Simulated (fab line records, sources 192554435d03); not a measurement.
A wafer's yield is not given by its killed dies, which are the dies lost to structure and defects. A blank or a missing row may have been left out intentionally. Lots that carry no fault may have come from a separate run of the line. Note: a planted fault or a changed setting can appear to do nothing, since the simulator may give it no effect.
8D (eight disciplines) problem report, filled in by code -- flow n5 finfet -- the parts of the form that need people (team, actions taken, sign-off) are left out

1. THE PROBLEM
Mean of bias w at N5_HKMG_FIN_ETCH_35: 4.764 W across 6 wafers in 2 lots; on wafers with no fault it is 5.003 W (standard deviation 0.014). Measured from the usual mean, that is -17 standard deviations.
The step: etches SOC in N2/H2, target depth 215.8 nm, time 243.4 s.
Earliest sighting: wafer L560.1 on rie diel-01 at day 7 07:44. At this step, 27 wafers from 9 lots have a number in the record. The rule behind "out" and "out of limits": a value lying over 4 standard deviations away from the usual mean. The rest of the wafers with a number are treated as sound.

2. WHAT IT IS; WHAT IT IS NOT
question,is,is not
which readings at this step,bias w,"chamber pressure mTorr, drypump motor current A, oes product au, showerhead plenum p Torr, throttle valve pct"
which lots,"L560, L561","L548, L550, L553, L563, L564, L569, L571"
which wafers of those lots,all that have a number,-
read on which tools,rie diel-01,"rie diel-03, rie diel-04"
when,from day 7 07:44,"up to then (9 sound wafers); but 12 sound wafers of L563, L564, L569, L571 came after"

3. THE SUSPECTS, EACH WITH WHAT RULES IT OUT
Counting: a tool stays on the suspect list if, at a process step up to the reading, it processed all lots that are out and no sound lot following the first of them.
- rie diel-01 at N5_HKMG_FIN_DESCUM_17 (chemistry O2, time 7.9 s): kept. Every lot that is out went through it, starting with L560 (day 7 07:26), and after that it ran no sound lot; the last sound lot it ran before then is L553 (day 5 14:39).
- rie diel-01 at N5_HKMG_FIN_ETCH_35 (etches SOC in N2/H2, target depth 215.8 nm, time 243.4 s): kept. Every lot that is out went through it, starting with L560 (day 7 07:44), and after that it ran no sound lot; the last sound lot it ran before then is L553 (day 5 14:57). On those wafers its own readings are out: bias w.
Left after counting: rie diel-01 at N5_HKMG_FIN_DESCUM_17, rie diel-01 at N5_HKMG_FIN_ETCH_35.

4. THE CAUSE (what the simulator had put in)
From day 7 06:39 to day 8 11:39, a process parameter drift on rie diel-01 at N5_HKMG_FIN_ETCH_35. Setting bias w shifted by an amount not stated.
Of the 2 suspects that counting leaves, this tool is one.

5. THE CHAIN OF EFFECTS, in route order
Each row: a reading where the mean over the struck wafers with a number is more than 3 standard deviations away from the usual. Only readings whose record carries a usual standard deviation are examined. hours: median over the lots of the time between each lot's start at the first step of this table that gives one and its start at this step. sigmas: the change, counted in usual standard deviations.
hours,step,reading,usual,on struck wafers,change,sigmas
0,N5_HKMG_FIN_ETCH_35,bias w,5.003 W,4.764,-0.239,-17
0,N5_HKMG_FIN_ETCH_35,rf vpp V,141.3 V,136.6,-4.7,-4.7
Process steps it contains:
- N5_HKMG_FIN_ETCH_35: etches SOC in N2/H2, target depth 215.8 nm, time 243.4 s.
At these later measuring or inspecting steps, every struck wafer for which the step has a row has a number for every such reading, and none has moved that far: N5_BEOL_M4_RC_MEAS_101.

6. HOW IT WOULD HAVE BEEN CAUGHT EARLIER
In this record the first reading out of limits was taken at day 7 07:44, 1 hour after the fault began at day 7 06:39.
